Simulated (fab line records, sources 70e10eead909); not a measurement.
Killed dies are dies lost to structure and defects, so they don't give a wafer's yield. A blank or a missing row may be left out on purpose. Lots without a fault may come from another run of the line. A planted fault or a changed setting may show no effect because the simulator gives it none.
A struck lot beside a sound one | flow nand_harc | 14 steps out of a route of 1302
Sound: wafers L537.1, L537.2, L537.5. Struck: wafers L527.3, L527.4, L527.6. The cause comes at the end.
At each step with rows: each side's tool, then ch and its chambers, then its first start. Under that, the readings that differ: sound wafers | struck wafers | difference of the means | sigmas: that difference in standard deviations of wafers without a fault.
alike: readings whose means differ by less than 2 such deviations, and words and numbers that are the same on both sides. not compared: withheld readings, readings that some wafer has no value for, bounds like >300 that may hide the same value, and numbers for which the record gives no deviation and whose values overlap.
The two part at a step that has a row with sigmas, a row that says differs or no value, or rows on one side only. Numbers that don't overlap but have no deviation are shown without sigmas and don't part them. A reading that every wafer of one side lacks parts them only if that side has two wafers or more.

first, 4 steps without rows for these wafers: NHARC_P_M1_EBR_05; NHARC_P_M1_EXPOSE_06 (exposes mask P M1, target cd 130 nm); NHARC_P_M1_PEB_07 (peb time 65 s); NHARC_P_M1_DEVELOP_08 (develop time 35 s).
NHARC_P_M1_CD_MEAS_09: target cd 130 nm.
  sound on cd_sem-03 ch 0, day 14 10:43; struck on cd_sem-03 ch 0, day 10 22:04
  alike: cd_nm
NHARC_P_M1_OVL_MEAS_10: pitch 260 nm.
  sound on overlay-02, day 14 10:49; struck on overlay-01, day 10 22:08
  reading           | sound         | struck      | difference | sigmas
  overlay_y_nm (nm) | -0.1 0.2 -0.6 | 1.4 1.2 1.7 | +1.6       | +2
  alike: overlay_x_nm
NHARC_P_M1_INSPECT_11:
  sound on defect_inspect-01, day 14 10:50; struck on defect_inspect-01, day 10 22:11
  alike: raw_defect_count
NHARC_P_M1_DESCUM_14: chemistry O2, time 3 s.
  sound on rie_diel-12 ch 1,2, day 14 10:54; struck on rie_diel-12 ch 1,2, day 10 22:15
  alike: drypump_motor_current_A, oes_product_au, rf_vpp_V, showerhead_plenum_p_Torr, throttle_valve_pct
  not compared: rf_hours_counter_h
NHARC_P_M1_ETCH_35: etches the open film in N2/H2, target depth 40 nm, overetch 12 nm, time 43.94 s.
  sound on rie_diel-12 ch 1,3, day 14 11:01; struck on rie_diel-12 ch 1,2,3, day 10 22:21
  alike: drypump_motor_current_A, oes_product_au, rf_fwd_power_W, rf_vpp_V, showerhead_plenum_p_Torr, throttle_valve_pct
  not compared: rf_hours_counter_h
NHARC_P_M1_ETCH_15: etches the open film in C4F8/Ar, target depth 182.5 nm, time 91.2 s.
  sound on rie_diel-12 ch 0,2,3; struck on rie_diel-12 ch 1,3
  alike: oes_product_au, rf_fwd_power_W, rf_vpp_V
  not compared: rf_hours_counter_h
NHARC_P_M1_CD_MEAS_16:
  sound on cd_sem-01, day 14 11:14; struck on cd_sem-02, day 10 22:35
  alike: cd_nm
NHARC_P_M1_STRIP_18: strips in N2/H2.
  sound on rie_diel-12 ch 0,2, day 14 11:25; struck on rie_diel-09 ch 0,1, day 10 22:40
  alike: drypump_motor_current_A, oes_product_au, rf_fwd_power_W, rf_vpp_V, showerhead_plenum_p_Torr, throttle_valve_pct
  not compared: rf_hours_counter_h
NHARC_P_M1_ETCH_28: etches the open film in CF4/N2, target depth 30 nm, time 72.99 s.
  sound on rie_diel-12 ch 0,1,2, day 14 11:47; struck on rie_diel-09 ch 0,3, day 10 22:54
  reading               | sound             | struck            | difference | sigmas
  oes_product_au (a.u.) | 0.991 1.004 0.990 | 0.807 0.826 0.811 | -0.180     | -21
  alike: cf4_flow_sccm, drypump_motor_current_A, rf_fwd_power_W, rf_vpp_V, showerhead_plenum_p_Torr, throttle_valve_pct
  not compared: rf_hours_counter_h
then, 1 step without rows for these wafers: NHARC_P_M1_STRIP_19 (strips in post etch residue remover, time 600 s).

WHERE THEY PART
First at NHARC_P_M1_OVL_MEAS_10; last, within this record, at NHARC_P_M1_ETCH_28.

WHY: what the simulator had put in
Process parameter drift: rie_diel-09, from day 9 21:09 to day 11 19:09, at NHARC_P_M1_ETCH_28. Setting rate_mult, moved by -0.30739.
